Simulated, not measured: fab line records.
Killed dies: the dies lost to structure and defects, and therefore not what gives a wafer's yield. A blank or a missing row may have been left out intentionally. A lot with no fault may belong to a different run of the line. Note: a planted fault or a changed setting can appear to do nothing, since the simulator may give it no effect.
Matching of chambers / flow n5-finfet / N5_BEOL_M10_CMP_52 on cmp-03 has 4 sister chambers
The step polishes, stops on SiCOH lowk, t overpolish 7 s, target thk 140 nm. 4 wafers are shown with their chamber, then 9 later ones without.

## EACH WAFER AND ITS CHAMBER
wafer=L735.4; chamber=0; time-to-endpoint-s (s)=63
wafer=L735.5; chamber=3; time-to-endpoint-s (s)=59
wafer=L740.5; chamber=2; time-to-endpoint-s (s)=64
wafer=L740.6; chamber=1; time-to-endpoint-s (s)=66

## WAFERS WITH NO CHAMBER GIVEN
wafer=L741.1; time-to-endpoint-s (s)=63
wafer=L741.3; time-to-endpoint-s (s)=65
wafer=L741.4; time-to-endpoint-s (s)=65
wafer=L742.1; time-to-endpoint-s (s)=64
wafer=L742.3; time-to-endpoint-s (s)=63
wafer=L742.4; time-to-endpoint-s (s)=64
wafer=L743.2; time-to-endpoint-s (s)=62
wafer=L743.4; time-to-endpoint-s (s)=66
wafer=L743.5; time-to-endpoint-s (s)=69

## EACH ONE'S CHAMBER
wafer=L741.1; from the rows above=can't be placed: 0 or 2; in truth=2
wafer=L741.3; from the rows above=can't be placed: 1 or 2 or 0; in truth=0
wafer=L741.4; from the rows above=can't be placed: 1 or 2 or 0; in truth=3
wafer=L742.1; from the rows above=can't be placed: 2 or 0 or 1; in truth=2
wafer=L742.3; from the rows above=can't be placed: 0 or 2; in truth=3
wafer=L742.4; from the rows above=can't be placed: 2 or 0 or 1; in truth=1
wafer=L743.2; from the rows above=can't be placed: 0 or 2 or 3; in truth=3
wafer=L743.4; from the rows above=can't be placed: 1 or 2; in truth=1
wafer=L743.5; from the rows above=can't be placed: 1 or 2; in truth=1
0 of 9 placed correctly. Can't be placed from these rows: 9 (the true chamber is among the candidates in 7). 0 placed wrongly.
How it was worked out, from the rows above alone: a wafer's distance from a chamber is the root of the sum, over the readings, of the square of ((its reading less the chamber's mean) divided by the reading's scatter). The wafer belongs to the nearest chamber; if the next one is less than 2 further off, it can't be placed. Each chamber's mean is taken over the wafers shown for it. The scatter (one wafer shown for each chamber): square how far every hidden wafer sits from the nearest shown wafer, average those squares and take the square root.
